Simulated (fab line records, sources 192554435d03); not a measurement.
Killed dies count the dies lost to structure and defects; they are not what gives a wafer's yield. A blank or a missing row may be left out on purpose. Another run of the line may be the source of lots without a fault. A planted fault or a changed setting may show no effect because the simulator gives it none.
Which tool is to blame? + flow n5_finfet + 24 lots, 72 wafers sampled, at 5 steps of a route of 1938

== WHAT THE GAUGES READ, wafer by wafer ==
N5_BEOL_M1_INSPECT_30: inspects for defects (brightfield). Usual: 412 for raw_defect_count, sd 100.
| lot  | measured     | on                | raw_defect_count | flag |
|------|--------------|-------------------|------------------|------|
| L074 | day 6 03:06  | defect_inspect-02 | 528 483 598      |      |
| L075 | day 6 10:57  | defect_inspect-01 | 434 444 302      |      |
| L076 | day 6 15:32  | defect_inspect-02 | 292 381 321      |      |
| L077 | day 6 18:08  | defect_inspect-01 | 382 276 288      |      |
| L078 | day 6 20:20  | defect_inspect-02 | 423 424 435      |      |
| L079 | day 7 05:35  | defect_inspect-02 | 508 393 376      |      |
| L080 | day 7 12:38  | defect_inspect-02 | 344 340 253      |      |
| L081 | day 8 00:53  | defect_inspect-02 | 333 360 334      |      |
| L082 | day 8 04:53  | defect_inspect-01 | 422 484 417      |      |
| L083 | day 8 15:20  | defect_inspect-02 | 421 498 448      |      |
| L084 | day 8 17:52  | defect_inspect-02 | 425 489 635      |      |
| L085 | day 9 01:41  | defect_inspect-01 | 470 329 278      |      |
| L086 | day 9 09:41  | defect_inspect-02 | 571 479 418      |      |
| L087 | day 9 11:22  | defect_inspect-02 | 454 573 264      |      |
| L088 | day 9 17:09  | defect_inspect-02 | 370 437 404      |      |
| L089 | day 9 23:57  | defect_inspect-01 | 478 425 558      |      |
| L090 | day 10 03:41 | defect_inspect-02 | 462 362 520      |      |
| L091 | day 10 07:08 | defect_inspect-02 | 558 465 512      |      |
| L092 | day 10 14:13 | defect_inspect-01 | 327 477 403      |      |
| L093 | day 10 22:31 | defect_inspect-02 | 482 429 425      |      |
| L094 | day 11 01:25 | defect_inspect-01 | 288 287 262      |      |
| L095 | day 11 05:02 | defect_inspect-02 | 504 382 359      |      |
| L096 | day 11 20:07 | defect_inspect-02 | 229 355 226      |      |
| L097 | day 12 01:00 | defect_inspect-01 | 317 348 464      |      |

N5_BEOL_M1_INSPECT_59: inspects for defects (darkfield). Usual: 74 for raw_defect_count, sd 22.
| lot  | measured     | on                | raw_defect_count | flag |
|------|--------------|-------------------|------------------|------|
| L074 | day 6 10:18  | defect_inspect-01 | 59 87 107        |      |
| L075 | day 6 15:55  | defect_inspect-02 | 68 61 94         |      |
| L076 | day 7 00:00  | defect_inspect-01 | 76 88 71         |      |
| L077 | day 7 00:22  | defect_inspect-02 | 114 65 83        |      |
| L078 | day 7 03:55  | defect_inspect-01 | 48 55 88         |      |
| L079 | day 7 12:08  | defect_inspect-02 | 49 92 93         |      |
| L080 | day 7 18:46  | defect_inspect-02 | 89 67 66         |      |
| L081 | day 8 06:27  | defect_inspect-02 | 76 82 69         |      |
| L082 | day 8 10:19  | defect_inspect-01 | 66 79 50         |      |
| L083 | day 9 11:15  | defect_inspect-01 | 44 75 76         |      |
| L084 | day 9 16:11  | defect_inspect-02 | 122 76 81        |      |
| L085 | day 9 16:38  | defect_inspect-02 | 87 71 96         |      |
| L086 | day 9 19:49  | defect_inspect-01 | 61 79 32         |      |
| L087 | day 10 00:22 | defect_inspect-02 | 86 73 48         |      |
| L088 | day 9 22:26  | defect_inspect-01 | 58 72 63         |      |
| L089 | day 10 06:11 | defect_inspect-01 | 60 111 66        |      |
| L090 | day 10 09:03 | defect_inspect-01 | 76 59 79         |      |
| L091 | day 10 12:49 | defect_inspect-01 | 98 86 61         |      |
| L092 | day 10 21:28 | defect_inspect-01 | 91 55 50         |      |
| L093 | day 11 07:31 | defect_inspect-02 | 76 44 65         |      |
| L094 | day 11 07:40 | defect_inspect-02 | 86 75 85         |      |
| L095 | day 12 05:43 | defect_inspect-01 | 108 53 87        |      |
| L096 | day 12 08:24 | defect_inspect-02 | 40 68 72         |      |
| L097 | day 12 09:12 | defect_inspect-01 | 103 55 83        |      |

== EACH LOT AND THE TOOL THAT RAN IT (in order: tool; ch and the chambers of the sampled wafers; start) ==
| lot  | N5_BEOL_M1_STRIP_36                | N5_BEOL_M1_ANNEAL_80         | N5_BEOL_M1_ANNEAL_89         |
|------|------------------------------------|------------------------------|------------------------------|
| L074 | rie_diel-02 ch 0,3, day 6 04:49    | pvd_sputter-01, day 6 07:35  | pvd_sputter-01, day 6 08:15  |
| L075 | rie_diel-06 ch 0,1,2, day 6 11:34  | pvd_sputter-02, day 6 13:11  | pvd_sputter-02, day 6 13:51  |
| L076 | rie_diel-06 ch 1,2,3, day 6 18:31  | pvd_sputter-03, day 6 21:28  | pvd_sputter-03, day 6 22:07  |
| L077 | rie_diel-05 ch 2,3, day 6 18:47    | pvd_sputter-02, day 6 21:50  | pvd_sputter-02, day 6 22:29  |
| L078 | rie_diel-02 ch 1,3, day 6 23:52    | pvd_sputter-01, day 7 01:22  | pvd_sputter-01, day 7 02:02  |
| L079 | rie_diel-06 ch 1,3, day 7 07:55    | pvd_sputter-02, day 7 09:37  | pvd_sputter-02, day 7 10:16  |
| L080 | rie_diel-06 ch 0,1,3, day 7 13:41  | pvd_sputter-01, day 7 16:12  | pvd_sputter-01, day 7 16:52  |
| L081 | rie_diel-02 ch 0,2,3, day 8 01:51  | pvd_sputter-02, day 8 03:55  | pvd_sputter-02, day 8 04:35  |
| L082 | rie_diel-06 ch 0,1,2, day 8 05:37  | pvd_sputter-03, day 8 07:47  | pvd_sputter-03, day 8 08:26  |
| L083 | rie_diel-02 ch 0,1,3, day 9 06:32  | pvd_sputter-03, day 9 08:43  | pvd_sputter-03, day 9 09:23  |
| L084 | rie_diel-02 ch 1,2,3, day 9 11:16  | pvd_sputter-02, day 9 13:39  | pvd_sputter-02, day 9 14:19  |
| L085 | rie_diel-05 ch 0,3, day 9 11:18    | pvd_sputter-01, day 9 14:01  | pvd_sputter-01, day 9 14:41  |
| L086 | rie_diel-05 ch 0,2,3, day 9 15:19  | pvd_sputter-03, day 9 17:11  | pvd_sputter-03, day 9 17:51  |
| L087 | rie_diel-06 ch 0,1,3, day 9 19:52  | pvd_sputter-02, day 9 21:44  | pvd_sputter-02, day 9 22:23  |
| L088 | rie_diel-05 ch 0,2, day 9 18:20    | pvd_sputter-02, day 9 19:53  | pvd_sputter-02, day 9 20:33  |
| L089 | rie_diel-02 ch 0,1,2, day 10 01:42 | pvd_sputter-02, day 10 03:40 | pvd_sputter-02, day 10 04:19 |
| L090 | rie_diel-05 ch 1,3, day 10 05:04   | pvd_sputter-03, day 10 06:31 | pvd_sputter-03, day 10 07:10 |
| L091 | rie_diel-06 ch 0,2,3, day 10 08:14 | pvd_sputter-01, day 10 10:15 | pvd_sputter-01, day 10 10:55 |
| L092 | rie_diel-05 ch 0,2,3, day 10 15:46 | pvd_sputter-02, day 10 18:53 | pvd_sputter-02, day 10 19:32 |
| L093 | rie_diel-06 ch 0,1,3, day 11 03:08 | pvd_sputter-01, day 11 04:59 | pvd_sputter-01, day 11 05:38 |
| L094 | rie_diel-02 ch 1,2, day 11 03:08   | pvd_sputter-03, day 11 05:08 | pvd_sputter-03, day 11 05:48 |
| L095 | rie_diel-06 ch 1,2,3, day 11 23:17 | pvd_sputter-02, day 12 03:10 | pvd_sputter-02, day 12 03:49 |
| L096 | rie_diel-05 ch 0,2,3, day 12 04:07 | pvd_sputter-01, day 12 05:47 | pvd_sputter-01, day 12 06:26 |
| L097 | rie_diel-02 ch 1,2, day 12 04:23   | pvd_sputter-03, day 12 06:40 | pvd_sputter-03, day 12 07:19 |
- N5_BEOL_M1_STRIP_36: strips in N2/H2.
- N5_BEOL_M1_ANNEAL_80: time 240 s.
- N5_BEOL_M1_ANNEAL_89: time 240 s.

== WHAT THE TOOLS THEMSELVES READ (means of the sampled wafers that have a number; where no wafer has one, the mark that the record gives instead) ==
N5_BEOL_M1_STRIP_36. Usual: drypump_motor_current_A 5.7 A, standard deviation 0.52; oes_product_au 0.78 a.u., standard deviation 0.095; rf_vpp_V 59.2 V, standard deviation 1.5; showerhead_plenum_p_Torr 2.59 Torr, standard deviation 0.11; throttle_valve_pct 23.7 %, standard deviation 0.38.
| lot  | tool        | drypump_motor_current_A (A) | oes_product_au (a.u.) | rf_vpp_V (V) | showerhead_plenum_p_Torr (Torr) | throttle_valve_pct (%) | flag |
|------|-------------|-----------------------------|-----------------------|--------------|---------------------------------|------------------------|------|
| L074 | rie_diel-02 | 5.3                         | 0.77                  | 60.1         | 2.64                            | 23.7                   |      |
| L075 | rie_diel-06 | 5.9                         | 0.79                  | 59.4         | 2.54                            | 23.5                   |      |
| L076 | rie_diel-06 | 6.3                         | 0.77                  | 59.9         | 2.61                            | 23.6                   |      |
| L077 | rie_diel-05 | 5.2                         | 0.73                  | 60.8         | 2.65                            | 24.3                   |      |
| L078 | rie_diel-02 | 5.6                         | 0.73                  | 59.7         | 2.57                            | 24.0                   |      |
| L079 | rie_diel-06 | 6.5                         | 0.78                  | 58.8         | 2.66                            | 23.5                   |      |
| L080 | rie_diel-06 | 6.1                         | 0.78                  | 57.9         | 2.59                            | 23.4                   |      |
| L081 | rie_diel-02 | 5.2                         | 0.83                  | 59.7         | 2.66                            | 23.5                   |      |
| L082 | rie_diel-06 | 5.9                         | 0.76                  | 59.1         | 2.54                            | 23.5                   |      |
| L083 | rie_diel-02 | 5.5                         | 0.83                  | 59.0         | 2.66                            | 24.0                   |      |
| L084 | rie_diel-02 | 5.4                         | 0.90                  | 60.6         | 2.69                            | 23.8                   |      |
| L085 | rie_diel-05 | 6.0                         | 0.71                  | 57.3         | 2.48                            | 23.8                   |      |
| L086 | rie_diel-05 | 5.6                         | 0.72                  | 58.1         | 2.56                            | 24.0                   |      |
| L087 | rie_diel-06 | 6.1                         | 0.76                  | 59.9         | 2.58                            | 23.4                   |      |
| L088 | rie_diel-05 | 5.8                         | 0.71                  | 58.7         | 2.48                            | 24.1                   |      |
| L089 | rie_diel-02 | 5.3                         | 0.88                  | 59.7         | 2.68                            | 23.7                   |      |
| L090 | rie_diel-05 | 5.7                         | 0.82                  | 58.4         | 2.60                            | 23.8                   |      |
| L091 | rie_diel-06 | 5.8                         | 0.81                  | 60.5         | 2.51                            | 23.6                   |      |
| L092 | rie_diel-05 | 5.6                         | 0.72                  | 60.2         | 2.56                            | 24.0                   |      |
| L093 | rie_diel-06 | 6.1                         | 0.77                  | 60.3         | 2.58                            | 23.5                   |      |
| L094 | rie_diel-02 | 5.2                         | 0.94                  | 59.2         | 2.70                            | 23.5                   |      |
| L095 | rie_diel-06 | 6.3                         | 0.83                  | 59.6         | 2.60                            | 23.5                   |      |
| L096 | rie_diel-05 | 5.6                         | 0.70                  | 58.9         | 2.56                            | 24.0                   |      |
| L097 | rie_diel-02 | 5.2                         | 0.93                  | 60.2         | 2.70                            | 23.5                   |      |

N5_BEOL_M1_ANNEAL_80. Usual: 846 W for heater_power_w, sd 84.
| lot  | tool           | heater_power_w (W) | flag |
|------|----------------|--------------------|------|
| L074 | pvd_sputter-01 | 821                |      |
| L075 | pvd_sputter-02 | 827                |      |
| L076 | pvd_sputter-03 | 895                |      |
| L077 | pvd_sputter-02 | 778                |      |
| L078 | pvd_sputter-01 | 856                |      |
| L079 | pvd_sputter-02 | 831                |      |
| L080 | pvd_sputter-01 | 826                |      |
| L081 | pvd_sputter-02 | 851                |      |
| L082 | pvd_sputter-03 | 893                |      |
| L083 | pvd_sputter-03 | 952                |      |
| L084 | pvd_sputter-02 | 801                |      |
| L085 | pvd_sputter-01 | 802                |      |
| L086 | pvd_sputter-03 | 947                |      |
| L087 | pvd_sputter-02 | 838                |      |
| L088 | pvd_sputter-02 | 866                |      |
| L089 | pvd_sputter-02 | 832                |      |
| L090 | pvd_sputter-03 | 934                |      |
| L091 | pvd_sputter-01 | 845                |      |
| L092 | pvd_sputter-02 | 796                |      |
| L093 | pvd_sputter-01 | 862                |      |
| L094 | pvd_sputter-03 | 931                |      |
| L095 | pvd_sputter-02 | 834                |      |
| L096 | pvd_sputter-01 | 824                |      |
| L097 | pvd_sputter-03 | 915                |      |

N5_BEOL_M1_ANNEAL_89. Usual: 845 W for heater_power_w, sd 85.
| lot  | tool           | heater_power_w (W) | flag |
|------|----------------|--------------------|------|
| L074 | pvd_sputter-01 | 823                |      |
| L075 | pvd_sputter-02 | 819                |      |
| L076 | pvd_sputter-03 | 901                |      |
| L077 | pvd_sputter-02 | 776                |      |
| L078 | pvd_sputter-01 | 863                |      |
| L079 | pvd_sputter-02 | 819                |      |
| L080 | pvd_sputter-01 | 841                |      |
| L081 | pvd_sputter-02 | 834                |      |
| L082 | pvd_sputter-03 | 898                |      |
| L083 | pvd_sputter-03 | 941                |      |
| L084 | pvd_sputter-02 | 794                |      |
| L085 | pvd_sputter-01 | 800                |      |
| L086 | pvd_sputter-03 | 959                |      |
| L087 | pvd_sputter-02 | 841                |      |
| L088 | pvd_sputter-02 | 861                |      |
| L089 | pvd_sputter-02 | 821                |      |
| L090 | pvd_sputter-03 | 915                |      |
| L091 | pvd_sputter-01 | 831                |      |
| L092 | pvd_sputter-02 | 791                |      |
| L093 | pvd_sputter-01 | 872                |      |
| L094 | pvd_sputter-03 | 929                |      |
| L095 | pvd_sputter-02 | 840                |      |
| L096 | pvd_sputter-01 | 822                |      |
| L097 | pvd_sputter-03 | 928                |      |

== THE ANSWER, worked out from the rows above alone ==
Rule: a lot is off if the mean of its wafers that have a number lies more than 3 standard deviations from the usual mean. Also off: a lot with no number at a reading for which 4 or more lots have one. Where the step has rows for the other lots, those lots are counted as sound. Order of review: gauges by route order, followed by the tools' own readings, for which a lot's mean as printed above is used. The first step at which some lot is off is used, and at that step the reading that is off furthest; a lot without a number counts as furthest.
Nothing can be told from this: no lot is off at any reading shown.

== WHAT THE SIMULATOR PUT IN ==
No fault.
